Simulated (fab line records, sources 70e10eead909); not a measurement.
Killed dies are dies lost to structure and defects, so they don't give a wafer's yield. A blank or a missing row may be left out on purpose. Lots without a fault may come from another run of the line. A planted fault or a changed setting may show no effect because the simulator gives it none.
fab line records | flow nand_harc
record lots=12 wafers=36 last_day=34
route steps=1302 shown A_STAIRCASE@735
lots that met no fault: from a run of the same line without faults
start_h: hours from the record's first day to the start of the lot's first wafer shown | wait_h: hours since the lot's step before | " the same as in the row above | L1.1+2: a row that stands for several wafers | - no value, or no start given | * or withheld: withheld | < > ~ a bound
route shown NAME@n: a module of which the file shows steps, and the number in the route of the first | usual: mean/standard deviation of fault-free wafers | same: alike in all rows | chamber/n: place in a boat | sites: the reading at each site | _std_site: their standard deviation | _edge_site: outer sites' mean less inner sites' | radius_mm: how far each site lies from the wafer's centre | mask NAME#n: copy n | behind: the tool/chamber that last shaped the wafer | hold: why the lot was held/for how many hours/how that ended | device: the transistor (n, p or np) that didn't switch | end of line: the same wafers' tests at the end of the route | a step without rows: its recipe alone | killed: dies lost to structure and defects at the first sort, not the wafer's yield | map: a wafer's dies, x killed, . not, _ none there
set.NAME: the setting as run; set.NAME@STEP: as run at that earlier step | model.NAME: the simulator's own value behind a step, which no gauge read
steps of the route over a sample of lots; a table a step, a row a wafer
services: from which hour (start_h, from the record's first day; less than 0 if before it) a tool's chamber was out of use, for how many hours, and why
## steps
# step NHARC_A_STAIRCASE_ETCH_221
# recipe target_depth_a=1000 time_s=40.5 ion_energy_ev=400 c4f8_flow_sccm=20 o2_flow_sccm=10 ar_flow_sccm=withheld rf_w=600 bias_w=1000 chemistry=C4F8/O2
# usual oes_product_au=0.940/0.016 rf_fwd_power_W=592/3.1 rf_vpp_V=895/6.1
# columns lot.wafer tool chamber start_h wait_h oes_product_au rf_fwd_power_W rf_hours_counter_h rf_vpp_V
L854.2 rie_diel-06 0 - - 0.929 594 16 897
L854.3 " 2 " " 0.915 594 16 892
L854.4 " 3 " " 0.932 589 - 906
L853.4 rie_diel-06 2 - - 0.926 594 20 893
L853.6 " 0 " " 0.922 595 - 896
L853.5 " 1 " " 0.951 587 - 902
L857.1 rie_diel-04 3 - - 0.955 590 13 887
L857.4 " 1 " " 0.943 597 11 890
L857.6 " 3 " " 0.952 591 - 887
L858.1 rie_diel-06 0 - - 0.933 594 27 897
L858.4 " 2 " " 0.925 592 27 892
L858.5 " 0 " " 0.935 594 - 896
L863.2 rie_diel-02 1 - - 0.923 593 24 890
L863.1 " 3 " " 0.912 594 25 888
L863.5 " 0 " " 0.923 595 - 890
L866.2 rie_diel-06 1 - - 0.955 588 1 900
L866.6 " 2 " " 0.938 592 - 890
L866.5 " 3 " " 0.935 592 - 906
L867.3 rie_diel-04 1 - - 0.942 596 42 889
L867.1 " 3 " " 0.924 591 47 886
L867.2 " 0 " " 0.942 594 44 889
L872.2 rie_diel-04 0 - - 0.973 596 3 887
L872.1 " 2 " " 0.941 592 4 889
L872.5 " 0 " " 0.979 595 - 888
L873.3 rie_diel-02 1 - - 0.942 594 45 890
L873.4 " 3 " " 0.950 595 51 887
L873.6 " 2 " " 0.957 600 - 895
L874.5 rie_diel-06 3 - - 0.932 589 - 904
L874.6 " 1 " " 0.950 584 - 899
L874.4 " 2 " " 0.943 593 - 891
L876.4 rie_diel-04 3 - - 0.957 590 13 906
L876.1 " 0 " " 0.958 596 14 888
L876.6 " 0 " " 0.956 596 - 888
L875.4 rie_diel-06 0 - - 0.924 592 - 896
L875.3 " 1 " " 0.943 591 - 898
L875.6 " 1 " " 0.937 591 - 898
# step NHARC_A_STAIRCASE_TRIM_229
# recipe time_s=211.2 o2_flow_sccm=500 ar_flow_sccm=0 bias_w=0 chemistry=O2
# usual drypump_motor_current_A=5.92/0.28 oes_product_au=0.999/0.0097 rf_vpp_V=57.6/0.89 showerhead_plenum_p_Torr=3.44/0.15 throttle_valve_pct=17.036/0.0091
# columns lot.wafer tool chamber start_h wait_h drypump_motor_current_A oes_product_au rf_hours_counter_h rf_vpp_V showerhead_plenum_p_Torr throttle_valve_pct
L854.3 rie_diel-06 0 377.67 0.1 5.18 0.992 18 56.4 3.54 17.020
L854.2 " 3 " " 5.77 1.007 18 58.4 3.80 17.033
L854.4 " 2 " " 6.24 0.977 - 58.0 3.41 17.035
L853.4 rie_diel-04 3 388.04 0.1 6.12 0.998 8 55.6 3.30 17.047
L853.6 " 1 " " 6.03 1.002 - 57.3 3.39 17.038
L853.5 " 2 " " 6.16 0.990 - 56.9 3.36 17.029
L857.1 rie_diel-04 2 401.43 0.2 6.14 0.990 11 57.6 3.36 17.036
L857.4 " 3 " " 6.13 0.995 13 56.8 3.30 17.032
L857.6 " 1 " " 5.91 1.006 - 58.7 3.39 17.046
L858.4 rie_diel-02 0 403.29 0.1 5.98 1.001 0 57.9 3.33 17.047
L858.1 " 2 " " 6.11 1.008 0 57.6 3.55 17.039
L858.5 " 1 " " 5.83 0.988 - 56.9 3.38 17.013
L863.2 rie_diel-06 3 477.72 0.1 5.77 1.006 52 57.6 3.78 17.046
L863.1 " 1 " " 6.06 1.015 34 57.6 3.62 17.031
L863.5 " 2 " " 6.22 0.977 - 57.6 3.39 17.044
L866.2 rie_diel-06 2 508.99 0.1 6.21 1.004 2 57.4 3.39 17.046
L866.5 " 3 " " 5.77 1.001 - 58.2 3.78 17.027
L866.6 " 0 " " 5.17 1.002 - 58.2 3.52 17.045
L867.2 rie_diel-06 2 509.65 0.1 6.23 1.002 2 57.8 3.39 17.023
L867.3 " 0 " " 5.14 0.992 2 57.6 3.52 17.031
L867.1 " 1 " " 6.04 1.007 2 58.3 3.62 17.040
L872.2 rie_diel-02 1 554.93 0.1 5.79 1.007 44 57.1 3.36 17.049
L872.1 " 3 " " 6.09 0.997 50 55.4 3.30 17.043
L872.5 " 1 " " 5.81 1.006 - 58.5 3.36 17.047
L873.3 rie_diel-06 2 559.75 0.1 6.23 1.004 25 56.7 3.38 17.030
L873.4 " 3 " " 5.78 0.996 24 58.4 3.76 17.033
L873.6 " 0 " " 5.13 0.996 - 58.5 3.51 17.039
L874.4 rie_diel-04 1 573.11 0.1 5.95 1.010 7 58.1 3.36 17.033
L874.6 " 0 " " 5.64 1.011 - 56.6 3.30 17.036
L874.5 " 1 " " 5.93 1.008 - 56.9 3.37 17.040
L876.1 rie_diel-02 0 587.98 0.1 5.95 0.995 3 57.1 3.30 17.045
L876.4 " 2 " " 6.12 0.997 2 57.7 3.52 17.044
L876.6 " 0 " " 5.95 0.993 - 57.0 3.30 17.048
L875.4 rie_diel-04 2 591.95 0.2 6.15 0.993 18 58.8 3.33 17.040
L875.3 " 3 " " 6.13 1.003 16 59.6 3.80 17.045
L875.6 " 1 " " 6.03 1.019 - 57.6 3.36 17.028
# step NHARC_A_STAIRCASE_ETCH_253
# recipe target_depth_a=500 time_s=20.2 ion_energy_ev=400 c4f8_flow_sccm=20 o2_flow_sccm=10 ar_flow_sccm=withheld rf_w=600 bias_w=1000 chemistry=C4F8/O2
# usual oes_product_au=0.955/0.019 rf_fwd_power_W=589/3.2 rf_vpp_V=893/6.1
# columns lot.wafer tool chamber start_h wait_h oes_product_au rf_fwd_power_W rf_hours_counter_h rf_vpp_V
L854.4 rie_diel-04 3 380.61 0.1 0.950 585 6 888
L854.3 " 0 " " 0.920 590 6 889
L854.2 " 1 " " 0.937 593 4 890
L853.4 rie_diel-06 3 391.29 0.2 0.936 586 21 905
L853.6 " 2 " " 0.912 587 - 890
L853.5 " 3 " " 0.937 590 - 905
L857.4 rie_diel-06 0 404.92 0.1 0.943 591 28 897
L857.1 " 2 " " 0.971 590 27 892
L857.6 " 0 " " 0.955 588 - 897
L858.4 rie_diel-06 2 406.04 0.1 0.931 589 27 891
L858.1 " 1 " " 0.954 580 10 899
L858.5 " 2 " " 0.923 590 - 890
L863.2 rie_diel-06 2 480.37 0.1 1.148 829 54 891
L863.1 " 0 " " 1.153 831 51 895
L863.5 " 1 " " 1.206 825 - 899
L866.2 rie_diel-04 0 511.83 0.1 0.966 589 45 889
L866.6 " 3 " " 0.946 589 - 887
L866.5 " 0 " " 0.967 591 - 887
L867.2 rie_diel-06 3 512.58 0.1 1.209 826 3 905
L867.1 " 0 " " 1.192 833 3 896
L867.3 " 1 " " 1.202 823 3 899
L872.1 rie_diel-04 3 557.82 0.1 0.950 587 4 906
L872.2 " 0 " " 0.981 590 4 886
L872.5 " 0 " " 0.968 591 - 888
L873.3 rie_diel-02 1 562.37 0.1 0.971 589 45 888
L873.4 " 2 " " 0.958 593 49 895
L873.6 " 2 " " 0.965 592 - 897
L874.4 rie_diel-06 3 575.93 0.1 0.974 585 29 904
L874.6 " 0 " " 0.919 590 - 895
L874.5 " 1 " " 0.990 588 - 900
L875.3 rie_diel-04 2 594.92 0.2 0.940 589 18 889
L875.4 " 1 " " 0.950 588 18 888
L875.6 " 2 " " 0.936 589 - 887
L876.1 rie_diel-04 2 596.42 0.1 0.927 591 19 887
L876.4 " 3 " " 0.928 587 16 906
L876.6 " 0 " " 0.935 593 - 888
# step NHARC_A_STAIRCASE_HM_DEP_456
# recipe target_thk_a=31000 temp_c=400 material=aC
# usual throttle_valve_pct=34.999/0.0091
# columns lot.wafer tool chamber start_h wait_h throttle_valve_pct
L854.2 acl_dep-02 0 382.92 - 35.014
L854.3 " 0 " " 35.001
L854.4 " 0 " " 34.995
L853.4 acl_dep-02 0 395.45 - 34.985
L853.5 " 0 " " 34.994
L853.6 " 0 " " 34.996
L857.1 acl_dep-02 0 408.65 - 34.990
L857.4 " 0 " " 35.009
L857.6 " 0 " " 34.989
L858.1 acl_dep-02 0 410.47 - 35.000
L858.4 " 0 " " 34.985
L858.5 " 0 " " 35.005
L863.1 acl_dep-03 0 481.27 - 35.006
L863.2 " 0 " " 34.994
L863.5 " 0 " " 35.007
L866.2 acl_dep-03 0 513.04 - 34.999
L866.5 " 0 " " 35.008
L866.6 " 0 " " 34.999
L867.1 acl_dep-03 0 514.57 - 34.999
L867.2 " 0 " " 35.014
L867.3 " 0 " " 35.014
L872.1 acl_dep-03 0 560.51 - 35.002
L872.2 " 0 " " 34.998
L872.5 " 0 " " 34.990
L873.3 acl_dep-03 0 563.90 - 34.998
L873.4 " 0 " " 35.007
L873.6 " 0 " " 34.992
L874.4 acl_dep-01 0 578.51 - 34.989
L874.5 " 0 " " 35.001
L874.6 " 0 " " 34.985
L875.3 acl_dep-03 0 596.52 - 34.998
L875.4 " 0 " " 35.007
L875.6 " 0 " " 35.004
L876.1 acl_dep-02 0 601.12 - 34.990
L876.4 " 0 " " 35.009
L876.6 " 0 " " 35.019
## services
# columns tool chamber start_h hours kind
rie_diel-04 - 355.18 9.0 pm
rie_diel-06 0 366.34 - clean
rie_diel-06 1 366.34 - clean
rie_diel-06 2 366.34 - clean
rie_diel-06 3 366.34 - clean
acl_dep-01 - 367.63 13.0 pm
rie_diel-06 0 390.87 - clean
rie_diel-06 1 390.87 - clean
rie_diel-06 2 390.87 - clean
rie_diel-06 3 390.87 - clean
rie_diel-02 - 393.77 9.0 pm
rie_diel-06 0 415.40 - clean
acl_dep-02 - 426.80 13.0 pm
acl_dep-03 - 483.10 13.0 pm
rie_diel-06 - 485.34 9.0 pm
rie_diel-02 2 500.57 1.9 repair
rie_diel-04 2 506.47 6.2 repair
rie_diel-06 0 524.67 9.9 repair
rie_diel-04 - 532.18 9.0 pm
acl_dep-01 - 548.63 13.0 pm
rie_diel-06 1 551.05 2.3 repair
rie_diel-06 0 565.19 10.4 repair
rie_diel-02 - 573.36 9.0 pm
rie_diel-06 2 589.06 6.9 repair
## key
first_sign step=NHARC_A_STAIRCASE_ETCH_253 reading=rf_fwd_power_W direction=up sigmas=74 usual=* struck=*
effect step=NHARC_A_STAIRCASE_ETCH_253 reading=oes_product_au direction=up sigmas=12 usual=0.955 struck=1.185
met_at NHARC_A_STAIRCASE_ETCH_253
struck_lots L863,L867
tester_left_out L863,L867
not_acting_at NHARC_A_STAIRCASE_ETCH_221,NHARC_A_STAIRCASE_TRIM_229,NHARC_A_STAIRCASE_HM_DEP_456
onset_between 406.04 480.37
fault kind=process_parameter_drift tool=rie_diel-06 chamber=- onset_h=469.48 steps=NHARC_A_STAIRCASE_ETCH_253 channel=rf_w offset=* shape=step end_h=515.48 acts_in=* stated=*
# tester_left_out: of these lots the tester's yield and bins aren't shown, on N5 and GAA mostly nor the transistor test; their killed dies are dies lost to structure and defects alone, not to doping, threshold or leakage, so they don't give the yield
